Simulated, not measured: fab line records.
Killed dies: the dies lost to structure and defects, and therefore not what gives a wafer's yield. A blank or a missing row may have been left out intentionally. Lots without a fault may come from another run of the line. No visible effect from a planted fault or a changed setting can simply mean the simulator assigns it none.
Which tool was responsible? | flow nand harc | 15 lots (44 wafers sampled), 1 step of a 1302-step route

## WHAT THE GAUGES SHOWED, per wafer
NHARC_A_SLIT_CD_MEAS_21.
lot  | measured     | on        | cd nm (nm)
L891 | day 20 14:42 | cd sem-03 | 289.9 289.0 288.9
L893 | day 21 02:30 | cd sem-02 | 289.6 290.0 290.9
L894 | day 21 04:20 | cd sem-02 | 288.7 288.8 289.6
L896 | day 22 04:14 | cd sem-02 | 287.8 288.2 287.6
L895 | day 22 04:20 | cd sem-03 | 290.6 290.4 289.5
L897 | day 22 12:26 | cd sem-03 | 288.4 288.9 287.9
L898 | day 23 09:43 | cd sem-03 | 290.1 290.0 289.5
L899 | day 23 13:12 | cd sem-03 | 290.5 290.1 289.6
L900 | day 23 23:21 | cd sem-01 | 290.3 290.1 289.8
L902 | day 24 11:52 | cd sem-02 | 289.8 289.9
L904 | day 25 13:55 | cd sem-01 | 288.2 287.7 288.4
L905 | day 25 21:25 | cd sem-03 | 288.1 289.3 288.9
L912 | day 28 22:28 | cd sem-02 | 290.1 290.1 289.6
L914 | day 29 07:47 | cd sem-01 | 289.5 289.0 289.0
L913 | day 29 09:37 | cd sem-02 | 290.2 290.0 289.8

## EACH LOT AND THE TOOL THAT RAN IT (in order: tool; ch and the chambers of the sampled wafers; start)
The record holds no process step before these readings.

## AS READ BY THE TOOLS THEMSELVES (means over the sampled wafers that have a number; for cases with no such wafer, the mark the record gives instead)
The record holds no such reading with a usual standard deviation.

## THE ANSWER, worked out from the rows above alone
Rule: what is usual is taken from the lots themselves. Put in order of their means at a reading, lots are off if they are a third of the lots or fewer, leave a main group of 4 or more, and stand apart from it by a gap of 3 or more times the standard deviation of the main group's means; of several such gaps the widest counts. Not used: any main group whose means are identical at the precision the tables above print for the reading. Also off: a lot with no number at a reading for which 4 or more lots have one. The other lots that the step has rows for count as sound. After the gauges, taken in route order, come the tools' own readings; for these a lot's mean is taken, as printed above. The first step at which some lot is off is used, and at that step the reading that is off furthest; a lot without a number counts as furthest.
Nothing can be told from this: no lot is off at any reading shown.

## WHAT HAD BEEN PUT IN BY THE SIMULATOR
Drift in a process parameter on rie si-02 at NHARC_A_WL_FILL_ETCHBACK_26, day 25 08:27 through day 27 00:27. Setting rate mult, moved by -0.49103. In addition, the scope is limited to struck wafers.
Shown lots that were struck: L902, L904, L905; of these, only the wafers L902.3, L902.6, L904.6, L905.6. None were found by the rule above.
